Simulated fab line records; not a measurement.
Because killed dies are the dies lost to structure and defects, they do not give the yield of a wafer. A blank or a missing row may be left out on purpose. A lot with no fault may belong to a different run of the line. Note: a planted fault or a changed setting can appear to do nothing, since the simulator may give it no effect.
Matching of chambers	flow nand-harc	NHARC_A_DECK1_JOINT_ETCHBACK_00 on rie-si-01: 4 sister chambers
The step etches the open film in HBr, target depth 30 nm, time 17.4 s. 4 wafers are shown with their chamber, then 11 later ones without.

## EACH WAFER AND ITS CHAMBER
wafer	chamber	oes-product-au (a.u.)
L079.4	1	0.991
L087.6	0	1.027
L089.5	2	0.995
L090.1	3	1.000

## WAFERS MISSING THEIR CHAMBER
wafer	oes-product-au (a.u.)
L090.2	1.005
L090.3	1.012
L090.4	1.002
L090.5	1.011
L090.6	0.988
L092.1	0.992
L092.3	1.007
L092.5	1.001
L093.3	1.003
L093.5	0.997
L093.6	0.985

## WHICH CHAMBER EACH WENT THROUGH
wafer	from the rows above	in truth
L090.2	can't be placed: 3 or 2 or 1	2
L090.3	can't be placed: 3 or 0 or 2 or 1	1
L090.4	can't be placed: 3 or 2 or 1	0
L090.5	can't be placed: 3 or 2 or 0 or 1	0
L090.6	can't be placed: 1 or 2 or 3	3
L092.1	can't be placed: 1 or 2 or 3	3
L092.3	can't be placed: 3 or 2 or 1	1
L092.5	can't be placed: 3 or 2 or 1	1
L093.3	can't be placed: 3 or 2 or 1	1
L093.5	can't be placed: 2 or 3 or 1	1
L093.6	can't be placed: 1 or 2 or 3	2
Placed correctly: 0 of 11. Can't be placed from these rows: 11 (the true chamber is among the candidates in 10). 0 placed wrongly.
How it was worked out, from the rows above alone: a wafer's distance from a chamber is the root of the sum, over the readings, of the square of ((its reading less the chamber's mean) divided by the reading's scatter). If the next closest chamber is less than 2 further off than the closest, the wafer can't be placed; otherwise it belongs to the closest. The mean given for a chamber averages the wafers shown for that chamber. The scatter: root of mean squared gap, hidden wafer to nearest shown wafer, with one shown wafer a chamber.
